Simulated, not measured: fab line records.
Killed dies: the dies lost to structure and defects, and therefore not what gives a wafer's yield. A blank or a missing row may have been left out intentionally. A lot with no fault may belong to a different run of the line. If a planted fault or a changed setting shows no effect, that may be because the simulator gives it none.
Problem report, 8D (eight disciplines) form, completed by code ; flow nandHarc ; the parts of the form that need people (team, actions taken, sign-off) are left out

== 1. WHAT IS WRONG ==
Wafers without a fault read 188.45 W, standard deviation 0.13; heaterPowerTotalW at NHARC_A_CHANNEL_HOLE_D1_SOFTBAKE_05 reads a mean of 322.97 W on 2 wafers belonging to 2 lots. That is +99 or more standard deviations from the usual mean.
The step: time 55 s.
The first sign was on wafer L534.6 at day 12 15:00, on lithoTrack-04. At this step, 41 wafers from 14 lots have a number in the record. The rule behind "out" and "out of limits": a value lying over 4 standard deviations away from the usual mean. Any other wafer with a number is counted as sound.

== 2. WHAT IT IS; WHAT IT IS NOT ==
question;is;is not
which readings at this step;heaterPowerTotalW;-
which lots;L533, L534;L527, L528, L530, L531, L535, L541, L543, L545, L547, L548, L549, L550
which wafers of those lots;L533.2, L534.6;L533.4, L534.1, L534.3
read on which tools;lithoTrack-04;lithoTrack-01, lithoTrack-06
when;from day 12 15:00;"up to then (14 sound wafers); but 25 sound wafers of L533, L535, L541, L543, L545, L547, L548, L549, L550 came after"

== 3. WHAT RULES OUT EACH SUSPECT ==
Counting: a tool at a process step up to the reading stays a suspect if it ran every lot that is out. Sound lots after the first of them don't rule it out here, since some wafers of a struck lot are sound.
- pecvd-01 at NHARC_A_CHANNEL_HOLE_D1_DEP_01 (deposits SiON, target thk 140 nm): kept. Every lot that is out went through it, the first being L534 (day 12 15:21); the last sound lot it ran before that was L530 (day 9 12:58).
- lithoTrack-04 at NHARC_A_CHANNEL_HOLE_D1_SOFTBAKE_05 (time 55 s): kept. Every lot that is out went through it, the first being L534 (day 12 15:00); the last sound lot it ran before that was L531 (day 12 14:00). Its own readings are out on those wafers: heaterPowerTotalW.
Left after counting: pecvd-01 at NHARC_A_CHANNEL_HOLE_D1_DEP_01, lithoTrack-04 at NHARC_A_CHANNEL_HOLE_D1_SOFTBAKE_05.

== 4. THE CAUSE (what the simulator had put in) ==
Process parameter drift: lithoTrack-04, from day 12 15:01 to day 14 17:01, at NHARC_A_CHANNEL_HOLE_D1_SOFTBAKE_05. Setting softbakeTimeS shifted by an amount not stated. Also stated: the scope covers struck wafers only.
Counting left 2 suspects, and this tool is among them.

== 5. SEQUENCE OF EFFECTS, ordered by route ==
Each row: a reading whose mean over the struck wafers that have a number lies more than 3 standard deviations from the usual. Only readings for which the record gives a usual standard deviation are gone through. hours: the time from each lot's start at the first step in this table that gives one to its start at this step, as a median over the lots. sigmas: the change in usual standard deviations.
hours;step;reading;usual;on struck wafers;change;sigmas
0;NHARC_A_CHANNEL_HOLE_D1_SOFTBAKE_05;heaterPowerTotalW;188.45 W;322.97;+134.52;+99 or more
Here are the process steps it includes:
- NHARC_A_CHANNEL_HOLE_D1_SOFTBAKE_05: time 55 s.
Later measuring or inspecting steps at which every struck wafer that the step has a row for has a number for every such reading, and none has moved that far: NHARC_A_CHANNEL_HOLE_D1_INSPECT_12.

== 6. HOW IT WOULD HAVE BEEN CAUGHT EARLIER ==
In this record the first reading out of limits was taken at day 12 15:00.
